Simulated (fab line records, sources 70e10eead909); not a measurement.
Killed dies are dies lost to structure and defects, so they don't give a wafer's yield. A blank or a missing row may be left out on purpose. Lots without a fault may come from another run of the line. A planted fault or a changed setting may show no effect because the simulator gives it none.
fab line records | flow nand_harc
record lots=13 wafers=37 last_day=24
route steps=1159 shown A_STAIRCASE@653 A_BONDPAD@1087 THIN_TSV@1107 END@1159
lots that met no fault: from a run of the same line without faults
start_h: hours from the record's first day to the start of the lot's first wafer shown | wait_h: hours since the lot's step before | " the same as in the row above | L1.1+2: a row that stands for several wafers | - no value, or no start given | * or withheld: withheld | < > ~ a bound
route shown NAME@n: a module of which the file shows steps, and the number in the route of the first | usual: mean/standard deviation of fault-free wafers | same: alike in all rows | chamber/n: place in a boat | sites: the reading at each site | _std_site: their standard deviation | _edge_site: outer sites' mean less inner sites' | radius_mm: how far each site lies from the wafer's centre | mask NAME#n: copy n | behind: the tool/chamber that last shaped the wafer | hold: why the lot was held/for how many hours/how that ended | device: the transistor (n, p or np) that didn't switch | end of line: the same wafers' tests at the end of the route | a step without rows: its recipe alone | killed: dies lost to structure and defects at the first sort, not the wafer's yield | map: a wafer's dies, x killed, . not, _ none there
set.NAME: the setting as run; set.NAME@STEP: as run at that earlier step | model.NAME: the simulator's own value behind a step, which no gauge read
steps of the route over a sample of lots; a table a step, a row a wafer
services: from which hour (start_h, from the record's first day; less than 0 if before it) a tool's chamber was out of use, for how many hours, and why
## steps
# step NHARC_A_STAIRCASE_DEP_259
# recipe target_thk_a=300 target_thk_nm=30 temp_c=400 pressure_torr=3.5 flow_sccm=200 rf_w=350 material=SiON
# usual heater_power_outer_w=462/75 heater_power_w=753/96
# columns lot.wafer tool chamber start_h wait_h heater_power_outer_w heater_power_w
L134.2 pecvd-03 1 259.68 1.2 469 757
L134.1 " 2 " " 667 980
L134.4 " 1 " " 464 780
L136.1 pecvd-04 2 268.22 2.4 286 533
L136.6 " 0 " " 473 768
L136.5 " 1 " " 475 773
L137.1 pecvd-03 2 271.24 1.6 626 956
L137.2 " 0 " " 428 688
L137.6 " 1 " " 434 758
L135.2 pecvd-03 2 275.48 1.3 568 865
L135.6 " 2 " " 581 896
L135.4 " 0 " " 367 613
L138.2 pecvd-04 1 275.87 1.3 492 803
L138.3 " 2 " " 331 583
L138.1 " 0 " " 467 736
L139.2 pecvd-04 0 299.24 1.3 394 659
L139.6 " 1 " " 435 717
L139.5 " 0 " " 407 686
L143.1 pecvd-03 1 317.90 1.6 440 737
L143.6 " 0 " " 440 742
L143.4 " 2 " " 546 839
L145.2 pecvd-03 0 324.86 1.3 381 664
L145.6 " 1 " " 438 754
L145.5 " 0 " " 388 660
L144.2 pecvd-04 2 328.52 1.3 373 637
L144.4 " 1 " " 488 787
L144.6 " 0 " " 449 743
L146.1 pecvd-03 1 342.88 2.0 479 779
L146.4 " 0 " " 392 678
L146.6 " 2 " " 595 915
L154.1 pecvd-02 2 366.11 1.6 466 756
L154.6 " 0 " " 506 821
L154.5 " 1 " " 416 680
L153.6 pecvd-03 1 370.62 0.2 485 786
L155.3 pecvd-02 1 383.68 1.0 438 748
L155.4 " 2 " " 485 816
L155.6 " 0 " " 502 825
# step NHARC_A_BONDPAD_ANNEAL_28
# recipe temp_c=225 time_s=90
# usual anneal_temp_c=225.01/0.17 wafer_temp_C_max=226.7/0.33
# columns lot.wafer tool chamber start_h wait_h anneal_temp_c wafer_temp_C_max
L136.1 rtp_anneal-01 0 414.08 - 224.56 226.4
L136.5 " 0 " " 224.78 226.5
L136.6 " 0 " " 224.75 226.4
L134.1 rtp_anneal-01 0 415.48 - 225.21 227.1
L134.2 " 0 " " 225.01 226.3
L134.4 " 0 " " 225.23 226.6
L138.1 rtp_anneal-02 0 416.40 - 224.95 226.6
L138.2 " 0 " " 225.32 227.4
L138.3 " 0 " " 225.14 227.2
L137.1 rtp_anneal-02 0 419.49 0.3 224.77 226.7
L137.2 " 0 " " 225.01 227.2
L137.6 " 0 " " 224.96 227.2
L135.2 rtp_anneal-02 0 422.11 0.8 225.19 226.9
L135.4 " 0 " " 225.10 226.9
L135.6 " 0 " " 225.04 227.0
L139.2 rtp_anneal-01 0 444.34 0.3 224.83 226.2
L139.5 " 0 " " 225.15 226.5
L139.6 " 0 " " 224.98 226.6
L145.2 rtp_anneal-01 0 473.87 0.3 225.03 226.6
L145.5 " 0 " " 225.10 226.5
L145.6 " 0 " " 225.01 226.9
L143.1 rtp_anneal-02 0 477.22 - 225.05 227.5
L143.4 " 0 " " 224.91 226.7
L143.6 " 0 " " 224.89 226.5
L144.2 rtp_anneal-02 0 477.90 - 225.07 226.5
L144.4 " 0 " " 225.04 227.0
L144.6 " 0 " " 224.96 226.7
L146.1 rtp_anneal-01 0 503.89 0.4 225.04 226.4
L146.4 " 0 " " 224.89 226.2
L146.6 " 0 " " 224.83 226.6
L154.1 rtp_anneal-01 0 520.17 - 225.17 226.7
L154.5 " 0 " " 225.10 226.4
L154.6 " 0 " " 224.99 226.2
L155.3 rtp_anneal-01 0 546.23 - 224.78 226.1
L155.4 " 0 " " 224.84 227.2
L155.6 " 0 " " 224.77 226.3
# step NHARC_A_BONDPAD_CMP_19
# recipe t_overpolish_s=30 cu_recess_touch_s=16 target_thk_nm=169.8
# usual motor_current_A=11.6/1.5 overpolish_run_s=30.001/0.0088 retaining_ring_pressure_frac=1.000/0.0047
# columns lot.wafer tool chamber start_h wait_h motor_current_A overpolish_run_s retaining_ring_pressure_frac
L136.1 cmp-04 2 414.51 - 11.1 30.004 1.005
L136.6 " 3 " " 11.0 29.986 1.004
L136.5 " 0 " " 9.9 29.998 1.001
L134.1 cmp-04 1 415.85 - 10.6 30.015 0.995
L134.2 " 2 " " 11.6 29.998 1.010
L134.4 " 3 " " 11.3 30.002 1.004
L138.3 cmp-02 0 417.04 - 13.0 30.014 1.013
L138.1 " 1 " " 11.7 29.985 0.998
L138.2 " 3 " " 10.3 30.003 1.000
L137.1 cmp-02 2 420.14 - 13.0 29.998 0.998
L137.2 " 1 " " 12.2 30.006 0.991
L137.6 " 2 " " 13.1 30.001 0.996
L135.2 cmp-04 3 422.72 - 11.6 29.969 1.002
L135.4 " 0 " " 9.9 30.000 1.002
L135.6 " 2 " " 11.1 30.001 0.998
L139.2 cmp-02 2 444.72 - 12.4 29.998 1.000
L139.6 " 3 " " 10.6 29.996 1.002
L139.5 " 0 " " 13.0 29.985 0.998
L145.2 cmp-04 0 474.20 - 9.9 30.008 0.984
L145.6 " 3 " " 11.4 30.000 0.999
L145.5 " 0 " " 10.0 29.992 0.996
L143.4 cmp-04 0 477.62 - 9.5 30.009 1.001
L143.1 " 1 " " 11.2 30.011 1.003
L143.6 " 3 " " 11.3 30.010 1.003
L144.4 cmp-01 1 478.25 - 12.0 29.998 1.007
L144.2 " 2 " " 13.1 29.987 1.006
L144.6 " 3 " " 16.2 29.994 1.008
L146.4 cmp-04 2 504.26 - 10.8 29.999 1.005
L146.1 " 3 " " 11.7 29.996 0.996
L146.6 " 1 " " 10.4 30.016 0.998
L154.1 cmp-01 0 520.55 - 11.0 29.995 1.011
L154.5 " 3 " " 17.0 29.997 0.998
L154.6 " 0 " " 10.9 29.998 1.006
L155.4 cmp-01 1 546.50 - 11.2 29.998 0.998
L155.3 " 3 " " 17.0 30.008 1.001
L155.6 " 1 " " 11.2 30.004 0.990
# step NHARC_THIN_TSV_DEP_43
# recipe target_thk_a=13285 temp_c=withheld pressure_torr=6.5 rf_w=900 teos_flow_sccm=161.4 flow_sccm=2650 target_thk_nm=1328.5 gas=O2 material=SiO2
# usual throttle_valve_pct=16.1/0.57
# columns lot.wafer tool chamber start_h wait_h throttle_valve_pct
L136.1 pecvd-03 1 429.43 - 16.4
L136.5 " 1 " " 16.4
L136.6 " 2 " " 17.0
L138.1 pecvd-04 2 430.76 - 15.1
L138.2 " 0 " " 15.8
L138.3 " 1 " " 15.3
L137.2 pecvd-03 1 431.75 - 16.4
L137.1 " 0 " " 16.6
L137.6 " 0 " " 16.5
L134.2 pecvd-01 0 432.94 - 16.8
L134.1 " 2 " " 16.0
L134.4 " 0 " " 16.8
L135.2 pecvd-04 1 437.26 - 15.6
L135.4 " 0 " " 16.1
L135.6 " 1 " " 15.5
L139.2 pecvd-03 2 456.85 - 17.1
L139.6 " 2 " " 16.9
L139.5 " 1 " " 16.5
L145.2 pecvd-04 1 490.27 - 15.6
L145.6 " 0 " " 16.1
L145.5 " 1 " " 15.5
L143.1 pecvd-04 2 491.47 - 15.3
L143.4 " 1 " " 15.5
L143.6 " 2 " " 15.4
L144.2 pecvd-04 0 492.63 - 15.8
L144.6 " 0 " " 16.2
L144.4 " 1 " " 15.3
L146.1 pecvd-03 1 519.75 - 16.5
L146.6 " 1 " " 16.1
L146.4 " 2 " " 16.7
L154.1 pecvd-03 0 536.33 - 16.3
L154.6 " 2 " " 16.2
L154.5 " 1 " " 16.2
L155.3 pecvd-03 2 561.35 - 16.8
L155.6 " 0 " " 16.3
L155.4 " 2 " " 16.6
# step NHARC_END_SORT_01
# recipe temp_c=25
# usual killed_at_array=31/12 killed_at_other=0.6/0.85 killed_at_periphery=3.0/2.3 killed_dies=35/12 killed_open=3.2/1.9 killed_short=1.8/1.4
# same gross_dies=677
# columns lot.wafer tool chamber start_h wait_h killed_at_array killed_at_other killed_at_periphery killed_dies killed_open killed_short
L153.6 prober-01 0 555.54 4.0 672 1 4 677 6 1
# killed by level:class
L153.6 A_STAIRCASE:area_etch=646 A_SLIT:chamber_film_flake=11 A_CHANNEL_HOLE_D1:chamber_film_flake=7 A_CONTACT:geometric_particle:open=3 P_M0:chamber_film_flake=3 P_CONTACT:geometric_particle:open=1 A_WL_FILL:geometric_particle:open=1 A_M0:geometric_particle:open=1
## services
# columns tool chamber start_h hours kind
cmp-02 - 262.77 3.8 repair
pecvd-03 - 267.46 0.8 repair
cmp-01 - 270.64 1.3 repair
cmp-01 - 277.78 4.0 pm
cmp-02 - 279.12 2.3 repair
pecvd-03 - 288.20 2.5 repair
pecvd-03 - 292.00 13.0 pm
cmp-04 - 295.79 3.9 repair
cmp-01 - 297.10 4.4 repair
rtp_anneal-02 - 300.00 12.0 pm
cmp-04 - 301.13 4.0 pm
cmp-02 - 308.50 0.4 repair
cmp-04 - 364.74 0.4 repair
pecvd-04 - 376.80 13.0 pm
pecvd-04 - 391.06 0.7 repair
cmp-04 - 399.13 4.0 pm
pecvd-03 - 423.70 0.7 repair
cmp-04 - 446.39 1.4 repair
pecvd-03 1 461.32 16.6 repair
pecvd-03 - 473.00 13.0 pm
cmp-04 - 488.82 4.6 repair
cmp-04 - 497.25 4.0 pm
pecvd-03 0 504.35 4.1 repair
pecvd-04 - 557.80 13.0 pm
## key
first_sign step=NHARC_END_SORT_01 reading=killed_dies direction=up sigmas=56 usual=35 struck=677
effect step=NHARC_END_SORT_01 reading=killed_at_array direction=up sigmas=55 usual=31 struck=672
met_at NHARC_A_STAIRCASE_DEP_259
struck_lots L153
later_rows_left_out L153.6
tester_left_out L153
not_acting_at NHARC_A_BONDPAD_ANNEAL_28,NHARC_A_BONDPAD_CMP_19,NHARC_THIN_TSV_DEP_43
onset_between 342.88 370.62
earlier_fault kind=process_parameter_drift tool=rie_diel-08 chamber=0 onset_h=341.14 steps=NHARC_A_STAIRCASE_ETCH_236 channel=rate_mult offset=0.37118 shape=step end_h=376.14
fault kind=process_parameter_drift tool=pecvd-03 chamber=- onset_h=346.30 steps=NHARC_A_STAIRCASE_DEP_259 channel=target_thk_nm offset=9.2573 shape=step acts_in=these_recipes_only stated=30
# tester_left_out: of these lots the tester's yield and bins aren't shown, on N5 and GAA mostly nor the transistor test; their killed dies are dies lost to structure and defects alone, not to doping, threshold or leakage, so they don't give the yield
# later_rows_left_out: the simulator's readings of these wafers behind a module that went badly wrong aren't trusted and aren't shown, but for the sort
